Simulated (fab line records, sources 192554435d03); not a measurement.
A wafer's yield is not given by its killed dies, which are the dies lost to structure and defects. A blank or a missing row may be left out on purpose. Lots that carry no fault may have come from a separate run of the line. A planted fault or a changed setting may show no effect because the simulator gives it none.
fab line records | flow n5Finfet | part 2 of 2: steps 5 to 6 of 6
record: lots: 24 wafers: 72 lastDay: 18
route steps=1938 shown BEOL_M13@1659 BEOL_M14@1726
lots with no fault: from the same line, run without faults
startH: the number of hours between the record's first day and the start of the first shown wafer of the lot | waitH: hours since the lot's step before | " identical to the entry in the row above | L1.1+2: a row that stands for several wafers | - no value present, or no start provided | * or withheld: withheld | < > ~ a bound
route shown NAME@n: names a module that has steps shown in the file, with the first one's number in the route | usual: mean/standard deviation of fault-free wafers | same: alike in all rows | chamber/n: place in a boat | sites: the reading at each site | _std_site: standard deviation of those values | _edge_site: the outer-site mean with the inner-site mean subtracted | radiusMm: for every site, how far away it sits from the centre of the wafer | mask NAME#n: copy n | behind: tool/chamber where the wafer was last shaped | hold: cause of the lot's hold/its duration in hours/its outcome | device: which transistor (n, p or np) failed to switch | end of line: the same wafers' tests at the end of the route | where a step has no rows: the recipe by itself | killed: not the wafer's yield, but the dies lost to structure and defects at the first sort | map: shows each die of a wafer: x if killed, . if not, _ if none is there
set.NAME: the run value of the setting; set.NAME@STEP: its run value at that earlier step | model.NAME: the simulator's own value behind a step, which no gauge read
route steps across a sampled set of lots; one table per step, one row per wafer
services: from which hour (startH, from the record's first day; less than 0 if before it) a tool's chamber was out of use, for how many hours, and why
== steps ==
step: N5_BEOL_M14_CD_MEAS_17
recipe: targetCdNm: 250 polarity: opening
usual: cdNm: 250.8/1.8
columns lot.wafer tool chamber startH waitH cdNm
L076.1 cdSem-01 - 266.14 0.0 251.4
L076.3 " - " " 250.5
L076.6 " - " " 253.7
L077.1 cdSem-03 - 273.61 0.0 252.4
L077.3 " - " " 248.3
L077.6 " - " " 250.0
L075.2 cdSem-02 - 274.55 0.0 249.1
L075.4 " - " " 251.0
L075.6 " - " " 249.3
L079.3 cdSem-01 - 292.40 0.0 250.6
L079.4 " - " " 246.9
L079.6 " - " " 247.5
L078.3 cdSem-03 - 299.68 0.0 249.0
L078.4 " - " " 248.4
L078.5 " - " " 251.1
L080.1 cdSem-02 - 303.31 0.0 251.6
L080.3 " - " " 252.7
L080.6 " - " " 252.0
L081.2 cdSem-01 - 303.97 0.0 248.4
L081.3 " - " " 247.8
L081.5 " - " " 249.7
L074.1 cdSem-02 - 304.94 0.0 246.1
L074.5 " - " " 248.0
L074.6 " - " " 252.5
L082.1 cdSem-01 - 307.05 0.0 251.6
L082.2 " - " " 251.7
L082.4 " - " " 251.2
L084.1 cdSem-03 - 314.27 0.0 251.8
L084.2 " - " " 250.8
L084.6 " - " " 253.3
L083.1 cdSem-01 - 316.62 0.0 250.7
L083.2 " - " " 250.4
L083.4 " - " " 248.8
L085.2 cdSem-03 - 318.30 0.0 249.4
L085.3 " - " " 249.8
L085.6 " - " " 247.8
L086.1 cdSem-03 - 333.87 0.0 249.9
L086.3 " - " " 249.1
L086.6 " - " " 249.7
L087.1 cdSem-01 - 355.71 0.0 249.8
L087.3 " - " " 254.2
L087.6 " - " " 251.5
L088.2 cdSem-01 - 355.92 0.0 252.2
L088.3 " - " " 253.0
L088.5 " - " " 250.0
L089.2 cdSem-01 - 360.37 0.0 249.1
L089.3 " - " " 249.3
L089.4 " - " " 252.5
L091.3 cdSem-03 - 370.56 0.0 251.0
L091.5 " - " " 253.0
L091.6 " - " " 253.6
L090.1 cdSem-01 - 373.18 0.0 250.6
L090.4 " - " " 250.8
L090.5 " - " " 249.3
L092.3 cdSem-02 - 374.22 0.0 251.8
L092.4 " - " " 252.0
L092.6 " - " " 252.1
L093.1 cdSem-02 - 391.39 0.0 252.8
L093.2 " - " " 252.6
L093.4 " - " " 254.8
L094.1 cdSem-02 - 399.46 0.0 249.3
L094.2 " - " " 252.9
L094.5 " - " " 250.2
L095.2 cdSem-02 - 399.50 0.0 251.4
L095.3 " - " " 247.3
L095.4 " - " " 251.0
L096.2 cdSem-03 - 405.32 0.0 250.1
L096.3 " - " " 249.1
L096.4 " - " " 248.2
L097.2 cdSem-01 - 407.98 0.0 250.4
L097.4 " - " " 250.5
L097.5 " - " " 249.0
step: N5_BEOL_M14_ETCH_67
recipe: chemistry: CF4 target: SiARC targetDepthA: 1430 timeS: 238.3 ionEnergyEv: 80 pressureMtorr: 40 sourceW: 545 biasW: 36 Ar_flow_sccm: 100 cf4FlowSccm: 100 ends: cleared
usual: drypumpMotorCurrentA: 5.5/0.51 etchRfOnTimeS: 238/6.5 oesProductAu: 0.65/0.058 rfVppV: 184.4/1.1 showerheadPlenumPTorr: 2.17/0.067 throttleValvePct: 15.73/0.17
columns lot.wafer tool chamber startH waitH drypumpMotorCurrentA etchRfOnTimeS oesProductAu rfHoursCounterH rfVppV showerheadPlenumPTorr throttleValvePct
L076.1 rieDiel-03 3 266.59 0.0 6.3 233 0.82 13 184.9 2.29 15.58
L076.3 " 2 " " 5.3 245 0.62 153 185.3 2.15 16.01
L076.6 " 2 " " 5.3 243 0.63 - 185.5 2.15 15.99
L077.1 rieDiel-01 1 274.45 0.0 5.2 234 0.71 77 182.5 2.15 15.52
L077.3 " 0 " " 6.4 242 0.67 124 184.8 2.15 15.46
L077.6 " 1 " " 5.3 233 0.70 - 185.2 2.15 15.48
L075.2 rieDiel-01 1 275.37 0.0 5.2 234 0.70 77 183.1 2.15 15.50
L075.4 " 2 " " 4.9 237 0.60 210 185.5 2.20 15.95
L075.6 " 0 " " 6.4 246 0.65 - 183.9 2.15 15.47
L079.3 rieDiel-03 2 292.98 0.0 5.3 242 0.62 162 185.0 2.15 16.00
L079.4 " 1 " " 5.2 242 0.65 156 184.6 2.14 15.66
L079.6 " 1 " " 5.2 241 0.65 - 184.0 2.14 15.66
L078.3 rieDiel-05 0 300.25 0.0 6.2 247 0.66 113 183.7 2.07 15.81
L078.4 " 2 " " 5.6 230 0.69 94 184.9 2.25 15.65
L078.5 " 2 " " 5.6 227 0.70 - 184.8 2.25 15.67
L080.1 rieDiel-01 1 303.82 0.0 5.3 236 0.70 87 184.2 2.15 15.53
L080.3 " 2 " " 5.0 237 0.61 220 186.5 2.20 15.98
L080.6 " 2 " " 5.0 237 0.60 - 184.1 2.20 15.97
L081.2 rieDiel-01 2 305.02 0.0 4.9 238 0.60 221 186.2 2.20 15.97
L081.3 " 3 " " 5.3 241 0.59 229 185.9 2.21 15.79
L081.5 " 2 " " 4.9 238 0.60 - 184.6 2.20 15.98
L074.1 rieDiel-01 1 305.60 0.0 5.2 236 0.69 88 184.3 2.15 15.52
L074.5 " 2 " " 5.0 236 0.60 - 186.7 2.20 15.97
L074.6 " 1 " " 5.2 235 0.69 - 183.5 2.15 15.53
L082.1 rieDiel-03 0 307.50 0.0 5.7 233 0.62 192 184.7 2.21 15.70
L082.2 " 1 " " 5.2 241 0.65 161 184.0 2.13 15.67
L082.4 " 2 " " 5.3 244 0.62 167 186.1 2.15 16.04
L084.1 rieDiel-03 1 315.05 0.0 5.2 243 0.64 164 185.2 2.13 15.69
L084.2 " 2 " " 5.3 245 0.61 170 183.0 2.15 16.02
L084.6 " 1 " " 5.2 244 0.64 - 183.2 2.13 15.67
L083.1 rieDiel-03 3 317.09 0.0 6.3 231 0.79 31 185.8 2.29 15.62
L083.2 " 0 " " 5.7 238 0.61 196 183.9 2.20 15.71
L083.4 " 1 " " 5.3 246 0.64 164 184.1 2.13 15.67
L085.2 rieDiel-01 3 318.74 0.0 5.3 238 0.58 233 184.4 2.21 15.80
L085.3 " 2 " " 4.9 238 0.59 226 183.6 2.20 16.00
L085.6 " 3 " " 5.3 238 0.59 - 185.2 2.21 15.79
L086.1 rieDiel-05 0 334.44 0.0 6.2 249 0.65 126 182.9 2.06 15.82
L086.3 " 3 " " 4.6 251 0.65 121 185.9 2.25 15.81
L086.6 " 3 " " 4.6 251 0.65 - 185.7 2.25 15.80
L087.1 rieDiel-05 1 356.16 0.0 5.7 233 0.67 130 183.1 2.05 15.60
L087.3 " 2 " " 5.6 229 0.67 115 184.9 2.24 15.71
L087.6 " 1 " " 5.7 233 0.68 - 183.2 2.05 15.60
L088.2 rieDiel-01 0 356.63 0.0 6.4 241 0.64 152 184.7 2.14 15.53
L088.3 " 2 " " 5.0 236 0.59 238 183.4 2.19 16.02
L088.5 " 0 " " 6.4 241 0.65 - 183.1 2.14 15.51
L089.2 rieDiel-05 1 360.94 0.0 5.6 232 0.67 132 183.6 2.05 15.61
L089.3 " 0 " " 6.2 245 0.65 134 182.9 2.06 15.84
L089.4 " 3 " " 4.6 247 0.65 129 184.0 2.25 15.83
L091.3 rieDiel-01 0 371.31 0.0 6.4 242 0.64 157 183.3 2.13 15.50
L091.5 " 1 " " 5.2 237 0.67 - 184.9 2.14 15.56
L091.6 " 2 " " 4.9 235 0.59 - 184.3 2.19 16.03
L090.1 rieDiel-05 1 373.85 0.0 5.7 230 0.68 137 183.8 2.05 15.61
L090.4 " 2 " " 5.6 227 0.67 122 186.5 2.24 15.70
L090.5 " 0 " " 6.2 245 0.65 - 183.2 2.06 15.86
L092.3 rieDiel-03 2 374.96 0.0 5.3 244 0.60 191 184.0 2.14 16.06
L092.4 " 0 " " 5.7 230 0.61 217 184.3 2.20 15.73
L092.6 " 3 " " 6.3 232 0.75 - 184.1 2.28 15.67
L093.1 rieDiel-01 1 391.84 0.0 5.2 236 0.66 120 185.4 2.14 15.61
L093.2 " 0 " " 6.3 242 0.64 166 183.1 2.13 15.55
L093.4 " 1 " " 5.2 237 0.66 - 184.5 2.14 15.59
L094.1 rieDiel-05 0 400.00 0.0 6.1 247 0.64 149 183.7 2.05 15.88
L094.2 " 3 " " 4.6 247 0.65 140 185.5 2.24 15.85
L094.5 " 2 " " 5.6 229 0.67 - 184.8 2.23 15.75
L095.2 rieDiel-03 1 400.30 0.0 5.2 249 0.62 189 182.1 2.12 15.73
L095.3 " 0 " " 5.7 237 0.60 226 185.4 2.19 15.77
L095.4 " 2 " " 5.3 253 0.59 200 185.2 2.13 16.08
L096.2 rieDiel-03 3 405.77 0.0 6.3 226 0.75 64 185.9 2.28 15.68
L096.3 " 2 " " 5.3 243 0.59 202 182.0 2.13 16.10
L096.4 " 0 " " 5.7 232 0.60 228 186.2 2.19 15.76
L097.2 rieDiel-05 2 408.43 0.0 5.6 227 0.66 136 185.0 2.23 15.75
L097.4 " 1 " " 5.7 229 0.66 150 182.8 2.05 15.65
L097.5 " 0 " " 6.2 246 0.64 - 183.4 2.05 15.90
== services ==
columns tool chamber startH hours kind
pecvd-02 1 238.05 21.2 repair
rieDiel-01 - 238.12 15.6 pm
rieDiel-06 1 256.96 4.2 repair
pecvd-02 - 260.45 0.9 repair
rieDiel-01 1 263.76 3.0 repair
pecvd-01 - 276.86 5.5 pm
rieDiel-06 - 301.29 2.1 repair
rieDiel-01 - 322.39 0.2 repair
rieDiel-03 1 336.08 13.1 repair
pecvd-04 0 342.55 3.9 repair
rieDiel-02 - 350.76 0.6 repair
rieDiel-04 - 369.49 0.5 repair
rieDiel-01 3 372.47 - clean
rieDiel-01 3 372.47 - consumableReplace:focusRing
rieDiel-01 3 372.47 19.3 scheduledDown
rieDiel-01 3 372.47 19.3 ventCycle
rieDiel-06 3 382.22 3.5 repair
rieDiel-06 3 387.36 10.5 repair
rieDiel-05 3 389.66 9.0 repair
rieDiel-01 2 391.81 - clean
rieDiel-01 2 391.81 - consumableReplace:focusRing
rieDiel-01 2 391.81 15.4 scheduledDown
rieDiel-01 2 391.81 15.4 ventCycle
pecvd-04 2 407.04 2.9 repair
